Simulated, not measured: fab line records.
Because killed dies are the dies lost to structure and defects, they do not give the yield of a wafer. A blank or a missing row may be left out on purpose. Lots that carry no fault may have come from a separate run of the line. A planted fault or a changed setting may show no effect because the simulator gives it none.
Matching of chambers	flow n5 finfet	N5_BEOL_M0_SAQP_PECVD_97 on pecvd-01 has 3 sister chambers
The step deposits SiNx from SiH4/NH3/N2, target thk 23 nm, time 19.9 s. 14 wafers are shown with their chamber, then 7 later ones without.

## WAFERS PAIRED WITH THEIR CHAMBERS
wafer	chamber	throttle valve pct (%)	showerhead plenum p Torr (Torr)	showerhead vpp V (V)
L075.2	0	39.8	5.29	1035
L075.3	1	39.4	5.29	1198
L075.4	0	39.8	5.31	1047
L078.3	1	39.2	5.29	1189
L078.4	2	42.5	5.18	1093
L078.5	0	40.0	5.29	1036
L079.1	1	39.3	5.29	1196
L079.4	1	39.5	5.28	1163
L079.6	2	42.6	5.17	1111
L087.4	0	39.9	5.30	1044
L087.5	2	42.7	5.16	1103
L087.6	1	39.3	5.28	1179
L088.1	2	42.8	5.16	1109
L088.2	1	39.2	5.28	1178

SIGNATURES (averages over the wafers above)
reading	chamber 0	chamber 1	chamber 2	scatter within a chamber
throttle valve pct	39.875	39.317	42.650	0.115
showerhead plenum p Torr	5.2975	5.2850	5.1675	0.00798
showerhead vpp V	1040.50	1183.83	1104.00	10.3
Rule: a wafer lies at a distance from a chamber equal to the root of the sum of squares, over the readings, of (its reading less the chamber's mean, divided by the reading's scatter). The wafer belongs to the nearest chamber; if the next one is less than 2 further off, it can't be placed. The scatter: take each reading less its chamber's mean, square it, sum over the shown wafers, divide by the number of wafers less the number of chambers, and take the root.

## WAFERS WITHOUT THEIR CHAMBER
wafer	throttle valve pct (%)	showerhead plenum p Torr (Torr)	showerhead vpp V (V)
L088.6	42.3	5.16	1105
L093.1	43.2	5.17	1113
L093.3	39.6	5.29	1206
L093.5	42.9	5.16	1100
L097.2	43.3	5.17	1103
L097.3	40.0	5.29	1035
L097.4	43.0	5.15	1120

## WHICH CHAMBER EACH WENT THROUGH
wafer	from the rows above	in truth
L088.6	2	2
L093.1	2	2
L093.3	1	1
L093.5	2	2
L097.2	2	2
L097.3	0	0
L097.4	2	2
Correctly placed: 7 of 7. Not placeable from these rows: 0. 0 placed wrongly.
